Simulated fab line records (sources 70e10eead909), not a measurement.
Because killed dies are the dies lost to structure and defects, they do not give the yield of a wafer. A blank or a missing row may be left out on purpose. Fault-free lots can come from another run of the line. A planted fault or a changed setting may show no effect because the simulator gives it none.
Matching of chambers | flow nand harc | NHARC_P_M0_PRE_CLEAN_31 on pecvd-04 has 3 sister chambers
The step time 12 s. 3 wafers are shown with their chamber, then 8 later ones without.

== WAFERS, EACH WITH ITS CHAMBER ==
wafer  | chamber | heater power w (W)
L086.2 | 2       | 828
L086.5 | 1       | 587
L087.2 | 0       | 525

== WAFERS MISSING THEIR CHAMBER ==
wafer  | heater power w (W)
L087.3 | 646
L087.6 | 821
L090.2 | 623
L090.3 | 635
L090.6 | 764
L091.1 | 875
L091.4 | 832
L091.6 | 603

== THE CHAMBER EACH PASSED THROUGH ==
wafer  | from the rows above     | in truth
L087.3 | can't be placed: 1 or 0 | 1
L087.6 | 2                       | 2
L090.2 | can't be placed: 1 or 0 | 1
L090.3 | can't be placed: 1 or 0 | 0
L090.6 | 2                       | 2
L091.1 | 2                       | 2
L091.4 | 2                       | 2
L091.6 | can't be placed: 1 or 0 | 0
Correct placement for 4 of the 8. These rows do not allow placing 4 (true chamber among the candidates in 4). Number placed wrongly: 0.
How it was worked out, from the rows above alone: a wafer's distance from a chamber is the root of the sum, over the readings, of the square of ((its reading less the chamber's mean) divided by the reading's scatter). The wafer belongs to the nearest chamber; if the next one is less than 2 further off, it can't be placed. For every chamber, the mean is computed from those of its wafers that are shown. The scatter: with one shown wafer a chamber, the root of the mean of the squares of how far each hidden wafer lies from its nearest shown one.
